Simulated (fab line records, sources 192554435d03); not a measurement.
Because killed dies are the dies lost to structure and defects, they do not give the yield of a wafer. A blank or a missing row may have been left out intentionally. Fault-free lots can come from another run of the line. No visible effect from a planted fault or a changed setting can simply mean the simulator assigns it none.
What tool caused it? | flow n5_finfet | 7 lots (21 wafers sampled), 1 step of a 1938-step route

WHAT THE GAUGES READ, wafer by wafer
N5_HKMG_FIN_CD_MEAS_12: target cd 92.8 nm.
lot  | measured    | on        | cd_nm (nm)
L695 | day 5 08:11 | cd_sem-02 | 93.8 93.8 93.7
L698 | day 5 21:10 | cd_sem-02 | 93.2 92.4 91.5
L702 | day 6 23:25 | cd_sem-02 | 93.8 93.4 92.6
L704 | day 7 08:18 | cd_sem-01 | 93.4 93.7 93.0
L708 | day 8 12:50 | cd_sem-02 | 93.2 93.6 93.5
L710 | day 8 23:58 | cd_sem-03 | 90.7 92.7 91.7
L712 | day 9 09:11 | cd_sem-03 | 91.9 91.9 92.4

WHICH TOOL RAN EACH LOT (tool, then ch and the chambers of the sampled wafers, then the start)
There is no process step in the record ahead of these readings.

THE ANSWER, worked out from the rows above alone
Rule: what is usual is taken from the lots themselves. The widest of any qualifying gaps counts: lots, ordered by their means at a reading, are off when they make up no more than a third of the lots, leave a main group of 4 or more, and stand apart from it by 3 or more times the standard deviation of that group's means. The tables above print the reading to a certain number of digits; a main group whose means all agree to those digits is not used. Also off: a lot with no number at a reading for which 4 or more lots have one. Where the step has rows for the other lots, those lots are counted as sound.
Across all readings shown, no lot is off: no conclusion can be drawn from this.

WHAT THE SIMULATOR PUT IN
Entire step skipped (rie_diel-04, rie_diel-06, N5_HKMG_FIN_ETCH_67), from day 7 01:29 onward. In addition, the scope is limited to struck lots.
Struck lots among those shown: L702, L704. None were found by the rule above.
